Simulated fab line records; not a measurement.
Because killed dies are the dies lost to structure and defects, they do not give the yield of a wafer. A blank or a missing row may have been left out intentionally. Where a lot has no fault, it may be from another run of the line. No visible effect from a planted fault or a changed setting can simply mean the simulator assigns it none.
Check of tool commonality || flow nand-harc || Lots sampled 12, wafers sampled 42

WHY IT WAS OPENED
At NHARC_A_CONTACT_INSPECT_44 the reading raw-defect-count is flagged on 2 of 12 lots. Fault-free wafers read 26, with a standard deviation of 10.
Rule: flag the lot when none of its wafers has a number, or when each of its wafers that has one lies beyond 4 standard deviations from that mean. As for the other lots, they are considered sound.

{"lot": "L725", "measured": "day 16 09:26", "on": "defect-inspect-01", "raw-defect-count, wafer by wafer": "39 37 21", "flag": ""}
{"lot": "L727", "measured": "day 16 18:13", "on": "defect-inspect-02", "raw-defect-count, wafer by wafer": "29 19 14", "flag": ""}
{"lot": "L735", "measured": "day 18 09:25", "on": "defect-inspect-02", "raw-defect-count, wafer by wafer": "816 869 858 807 859 853", "flag": "FLAGGED"}
{"lot": "L734", "measured": "day 18 17:05", "on": "defect-inspect-01", "raw-defect-count, wafer by wafer": "871 810 824 863 805 837", "flag": "FLAGGED"}
{"lot": "L739", "measured": "day 19 07:21", "on": "defect-inspect-02", "raw-defect-count, wafer by wafer": "22 27 23", "flag": ""}
{"lot": "L740", "measured": "day 19 21:38", "on": "defect-inspect-01", "raw-defect-count, wafer by wafer": "30 18 31", "flag": ""}
{"lot": "L742", "measured": "day 20 11:06", "on": "defect-inspect-01", "raw-defect-count, wafer by wafer": "24 25 32", "flag": ""}
{"lot": "L743", "measured": "day 20 15:07", "on": "defect-inspect-01", "raw-defect-count, wafer by wafer": "35 27 35", "flag": ""}
{"lot": "L745", "measured": "day 21 22:45", "on": "defect-inspect-02", "raw-defect-count, wafer by wafer": "31 35 33", "flag": ""}
{"lot": "L746", "measured": "day 22 02:55", "on": "defect-inspect-01", "raw-defect-count, wafer by wafer": "16 13 10", "flag": ""}
{"lot": "L747", "measured": "day 22 05:14", "on": "defect-inspect-02", "raw-defect-count, wafer by wafer": "18 18 26", "flag": ""}
{"lot": "L748", "measured": "day 22 07:42", "on": "defect-inspect-02", "raw-defect-count, wafer by wafer": "45 38 32", "flag": ""}
The numbers of the flagged lots are 839 on average: +813 against the usual, or +81 standard deviations.

EACH LOT AND THE TOOL IT RAN ON
3 process steps preceding the reading are held in the record, out of 1159 steps in the route. In each cell: the tool, then ch and the chambers that the sampled wafers went through, then the start.
{"lot": "L725", "flag": "", "NHARC_A_WL_FILL_CMP_12": "cmp-04 ch 1,3, day 16 04:27", "NHARC_A_CONTACT_DEP_28": "acl-dep-02 ch 0, day 16 06:22", "NHARC_A_CONTACT_DEP_29": "pecvd-04 ch 0,1,2, day 16 08:35"}
{"lot": "L727", "flag": "", "NHARC_A_WL_FILL_CMP_12": "cmp-04 ch 0,2,3, day 16 14:08", "NHARC_A_CONTACT_DEP_28": "acl-dep-02 ch 0, day 16 15:14", "NHARC_A_CONTACT_DEP_29": "pecvd-02 ch 1,2, day 16 17:29"}
{"lot": "L735", "flag": "FLAGGED", "NHARC_A_WL_FILL_CMP_12": "cmp-03 ch 1,2,3, day 18 02:55", "NHARC_A_CONTACT_DEP_28": "acl-dep-02 ch 0, day 18 06:20", "NHARC_A_CONTACT_DEP_29": "pecvd-04 ch 0,2, day 18 08:34"}
{"lot": "L734", "flag": "FLAGGED", "NHARC_A_WL_FILL_CMP_12": "cmp-02 ch 1,2,3, day 18 11:22", "NHARC_A_CONTACT_DEP_28": "acl-dep-02 ch 0, day 18 14:22", "NHARC_A_CONTACT_DEP_29": "pecvd-03 ch 0,1,2, day 18 16:13"}
{"lot": "L739", "flag": "", "NHARC_A_WL_FILL_CMP_12": "cmp-02 ch 0,1, day 19 02:54", "NHARC_A_CONTACT_DEP_28": "acl-dep-03 ch 0, day 19 05:01", "NHARC_A_CONTACT_DEP_29": "pecvd-03 ch 0,1,2, day 19 06:30"}
{"lot": "L740", "flag": "", "NHARC_A_WL_FILL_CMP_12": "cmp-02 ch 0,2, day 19 17:22", "NHARC_A_CONTACT_DEP_28": "acl-dep-01 ch 0, day 19 18:34", "NHARC_A_CONTACT_DEP_29": "pecvd-04 ch 0,1,2, day 19 20:48"}
{"lot": "L742", "flag": "", "NHARC_A_WL_FILL_CMP_12": "cmp-04 ch 1,2,3, day 20 04:57", "NHARC_A_CONTACT_DEP_28": "acl-dep-01 ch 0, day 20 08:01", "NHARC_A_CONTACT_DEP_29": "pecvd-04 ch 1,2, day 20 10:15"}
{"lot": "L743", "flag": "", "NHARC_A_WL_FILL_CMP_12": "cmp-02 ch 0,2,3, day 20 09:57", "NHARC_A_CONTACT_DEP_28": "acl-dep-01 ch 0, day 20 12:22", "NHARC_A_CONTACT_DEP_29": "pecvd-02 ch 0,1, day 20 14:19"}
{"lot": "L745", "flag": "", "NHARC_A_WL_FILL_CMP_12": "cmp-03 ch 1,2, day 21 18:31", "NHARC_A_CONTACT_DEP_28": "acl-dep-01 ch 0, day 21 20:25", "NHARC_A_CONTACT_DEP_29": "pecvd-03 ch 0,1,2, day 21 21:55"}
{"lot": "L746", "flag": "", "NHARC_A_WL_FILL_CMP_12": "cmp-04 ch 0,1,3, day 21 22:50", "NHARC_A_CONTACT_DEP_28": "acl-dep-03 ch 0, day 22 00:00", "NHARC_A_CONTACT_DEP_29": "pecvd-03 ch 0,1, day 22 02:12"}
{"lot": "L747", "flag": "", "NHARC_A_WL_FILL_CMP_12": "cmp-03 ch 0,1,2, day 21 23:55", "NHARC_A_CONTACT_DEP_28": "acl-dep-03 ch 0, day 22 02:54", "NHARC_A_CONTACT_DEP_29": "pecvd-03 ch 0,2, day 22 04:26"}
{"lot": "L748", "flag": "", "NHARC_A_WL_FILL_CMP_12": "cmp-04 ch 1,2, day 22 03:08", "NHARC_A_CONTACT_DEP_28": "acl-dep-02 ch 0, day 22 04:44", "NHARC_A_CONTACT_DEP_29": "pecvd-02 ch 1,2, day 22 07:00"}
What these steps do:
- NHARC_A_WL_FILL_CMP_12: polishes, t overpolish 30 s, target thk 75 nm.
- NHARC_A_CONTACT_DEP_28: deposits aC, target thk 3600 nm.
- NHARC_A_CONTACT_DEP_29: deposits SiON, target thk 70 nm.
- NHARC_A_CONTACT_INSPECT_44

FLAGGED OVER TOTAL, TOOL BY TOOL (the gauges that took the reading come last)
{"step": "NHARC_A_WL_FILL_CMP_12", "tool": "cmp-02", "lots run": 4, "flagged": 1, "share of the flagged lots": "some", "sound lots run after its first flagged lot": "3 (L739,L740,L743)"}
{"step": "NHARC_A_WL_FILL_CMP_12", "tool": "cmp-03", "lots run": 3, "flagged": 1, "share of the flagged lots": "some", "sound lots run after its first flagged lot": "2 (L745,L747)"}
{"step": "NHARC_A_WL_FILL_CMP_12", "tool": "cmp-04", "lots run": 5, "flagged": 0, "share of the flagged lots": "none", "sound lots run after its first flagged lot": "-"}
{"step": "NHARC_A_CONTACT_DEP_28", "tool": "acl-dep-01", "lots run": 4, "flagged": 0, "share of the flagged lots": "none", "sound lots run after its first flagged lot": "-"}
{"step": "NHARC_A_CONTACT_DEP_28", "tool": "acl-dep-02", "lots run": 5, "flagged": 2, "share of the flagged lots": "all", "sound lots run after its first flagged lot": "1 (L748)"}
{"step": "NHARC_A_CONTACT_DEP_28", "tool": "acl-dep-03", "lots run": 3, "flagged": 0, "share of the flagged lots": "none", "sound lots run after its first flagged lot": "-"}
{"step": "NHARC_A_CONTACT_DEP_29", "tool": "pecvd-02", "lots run": 3, "flagged": 0, "share of the flagged lots": "none", "sound lots run after its first flagged lot": "-"}
{"step": "NHARC_A_CONTACT_DEP_29", "tool": "pecvd-03", "lots run": 5, "flagged": 1, "share of the flagged lots": "some", "sound lots run after its first flagged lot": "4 (L739,L745,L746,L747)"}
{"step": "NHARC_A_CONTACT_DEP_29", "tool": "pecvd-04", "lots run": 4, "flagged": 1, "share of the flagged lots": "some", "sound lots run after its first flagged lot": "2 (L740,L742)"}
{"step": "NHARC_A_CONTACT_INSPECT_44", "tool": "defect-inspect-01", "lots run": 6, "flagged": 1, "share of the flagged lots": "some", "sound lots run after its first flagged lot": "4 (L740,L742,L743,L746)"}
{"step": "NHARC_A_CONTACT_INSPECT_44", "tool": "defect-inspect-02", "lots run": 6, "flagged": 1, "share of the flagged lots": "some", "sound lots run after its first flagged lot": "4 (L739,L745,L747,L748)"}

WHAT THE TABLE ALLOWS
All flagged lots share 1 row of the table, namely acl-dep-02 at NHARC_A_CONTACT_DEP_28.
- acl-dep-02 at NHARC_A_CONTACT_DEP_28: 2 of its 5 lots flagged. Lots that were sound ran on it after the first flagged one (L748); a persistent fault on the entire tool would not allow that.
No row of the table ran every flagged lot and no sound lot after the first.

WHAT HAD BEEN PUT IN BY THE SIMULATOR
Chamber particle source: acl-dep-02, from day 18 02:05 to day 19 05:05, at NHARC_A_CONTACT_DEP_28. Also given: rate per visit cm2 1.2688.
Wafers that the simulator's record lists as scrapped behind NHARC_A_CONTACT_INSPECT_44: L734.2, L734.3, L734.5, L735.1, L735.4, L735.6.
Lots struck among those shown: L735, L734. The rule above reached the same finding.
